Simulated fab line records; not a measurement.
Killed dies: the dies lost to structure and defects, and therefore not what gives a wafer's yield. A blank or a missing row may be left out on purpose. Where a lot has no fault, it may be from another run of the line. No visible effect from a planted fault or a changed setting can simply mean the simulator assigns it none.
A single fault, viewed from 3 desks | flow nand harc | only its own numbers are on each desk; what lay behind them is given at the end

## THE METROLOGY DESK
What the gauges read for every lot (on any tool): the sampled wafers with a number, averaged. Marked OUT: a lot whose mean sits more than 4 standard deviations from the usual mean, which makes it out of limits; the brackets give that distance.
Columns: A = cd nm at NHARC_A_BLC_CD_MEAS_10, usual 99.7 nm; B = overlay x nm at NHARC_A_BLC_OVL_MEAS_11, usual 0.3 nm; C = overlay y nm at NHARC_A_BLC_OVL_MEAS_11, usual -0.1 nm
lot  | first seen here | A     | B    | C
L549 | day 23 03:22    | 99.3  | 0.9  | 1.0
L563 | day 28 17:46    | 99.0  | 1.0  | -0.8
L566 | day 30 17:19    | 98.9  | 0.2  | -0.8
L568 | day 30 23:34    | 101.3 | -0.4 | -1.7
L570 | day 31 04:40    | 102.2 | 1.7  | 1.3
L572 | day 31 16:11    | 100.4 | -0.3 | -1.0
L571 | day 31 18:08    | 99.9  | 0.8  | 0.1
This desk's finding: nothing out of limits on any of the 7 lots.

## THE DEFECT DESK
Counts from the inspections along the route, per lot, as means over the sampled wafers that have a number. Marked OUT: a lot whose mean sits more than 4 standard deviations from the usual mean, which makes it out of limits; the brackets give that distance.
Columns: A = raw defect count at NHARC_A_CONTACT_INSPECT_23, usual 521; B = raw defect count at NHARC_A_BLC_INSPECT_12, usual 83
lot  | first seen here | A   | B
L549 | day 23 02:52    | 388 | 23
L563 | day 28 17:23    | 481 | 86
L566 | day 30 16:55    | 637 | 140
L568 | day 30 23:03    | 443 | 78
L570 | day 31 04:17    | 708 | 69
L572 | day 31 15:41    | 537 | 62
L571 | day 31 17:38    | 435 | 70
This desk's finding: nothing out of limits on any of the 7 lots.

## TOOL OWNER'S DESK, litho track-06
Per lot that ran on this tool, the mean of the sampled wafers carrying a number, from the tool's own readings at NHARC_A_BLC_SOFTBAKE_05 (time 55 s). Marked OUT: a lot whose mean sits more than 4 standard deviations from the usual mean, which makes it out of limits; the brackets give that distance.
Columns: A = heater power total W at NHARC_A_BLC_SOFTBAKE_05, usual 188.46 W; B = resist line temp C at NHARC_A_BLC_SOFTBAKE_05, usual 22.97 C
lot  | first seen here | A                        | B
L563 | day 28 17:00    | 188.51                   | 23.05
L566 | day 30 16:00    | 188.33                   | 22.91
L568 | day 30 23:00    | 152.48 (-99 or more) OUT | 22.93
L570 | day 31 04:00    | 152.55 (-99 or more) OUT | 23.02
L571 | day 31 17:00    | 152.60 (-99 or more) OUT | 23.10
Finding of this desk: L568, L570, L571 out of limits; the first was L568 at day 30 23:00, on heater power total W at NHARC_A_BLC_SOFTBAKE_05. Within limits: L563, L566.

## TAKEN TOGETHER
The tool owner's desk had the chance to raise an alarm at day 30 23:00 on L568, L570, L571.
Nothing out of limits was seen by the metrology desk.
The defect desk saw nothing out of limits.
The metrology desk has L568, L570, L571 on record, within its limits.
The defect desk has L568, L570, L571 on record, within its limits.
Every lot named ran NHARC_A_BLC_SOFTBAKE_05 on litho track-06.

## WHAT THE SIMULATOR PUT IN
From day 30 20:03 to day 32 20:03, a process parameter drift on litho track-06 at NHARC_A_BLC_SOFTBAKE_05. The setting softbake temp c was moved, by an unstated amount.
Lots struck among those shown: L568, L570, L571.
Hours from the fault's start to each desk's first reading out of limits: the tool owner's desk, 3.
